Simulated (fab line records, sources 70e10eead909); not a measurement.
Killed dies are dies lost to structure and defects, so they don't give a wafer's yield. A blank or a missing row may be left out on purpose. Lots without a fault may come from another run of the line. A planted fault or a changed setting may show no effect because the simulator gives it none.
Chamber matching | flow nand_harc | NHARC_A_M0_STRIP_18 on rie_diel-06: 4 sister chambers
The step strips in N2/H2. 8 wafers are shown with their chamber, then 10 later ones without.

WAFERS WITH THEIR CHAMBER
wafer  | chamber | showerhead_plenum_p_Torr (Torr) | drypump_motor_current_A (A)
L087.2 | 0       | 2.08                            | 6.5
L087.3 | 2       | 1.99                            | 5.8
L087.4 | 1       | 1.91                            | 5.9
L089.2 | 0       | 2.08                            | 6.5
L089.4 | 1       | 1.91                            | 5.9
L089.5 | 3       | 2.15                            | 5.6
L091.1 | 3       | 2.14                            | 5.6
L091.4 | 2       | 1.99                            | 5.7

WAFERS WITHOUT THEIR CHAMBER
wafer  | showerhead_plenum_p_Torr (Torr) | drypump_motor_current_A (A)
L091.5 | 1.99                            | 5.7
L092.1 | 2.14                            | 5.7
L092.3 | 1.91                            | 5.9
L092.5 | 1.91                            | 5.9
L096.1 | 1.91                            | 5.9
L096.2 | 2.08                            | 6.5
L096.3 | 2.14                            | 5.6
L097.2 | 2.08                            | 6.5
L097.4 | 1.99                            | 5.8
L097.6 | 2.08                            | 6.5

WHICH CHAMBER EACH WENT THROUGH
wafer  | from the rows above | in truth
L091.5 | 2                   | 2
L092.1 | 3                   | 3
L092.3 | 1                   | 1
L092.5 | 1                   | 1
L096.1 | 1                   | 1
L096.2 | 0                   | 0
L096.3 | 3                   | 3
L097.2 | 0                   | 0
L097.4 | 2                   | 2
L097.6 | 0                   | 0
Placed correctly: 10 of 10. Can't be placed from these rows: 0. Placed wrongly: 0.
How it was worked out, from the rows above alone: a wafer's distance from a chamber is the root of the sum, over the readings, of the square of ((its reading less the chamber's mean) divided by the reading's scatter). The wafer belongs to the nearest chamber; if the next one is less than 2 further off, it can't be placed. A chamber's mean is the mean of its shown wafers. The scatter: the root of (the sum of the squares of (reading less its chamber's mean) over the shown wafers, divided by (wafers less chambers)).
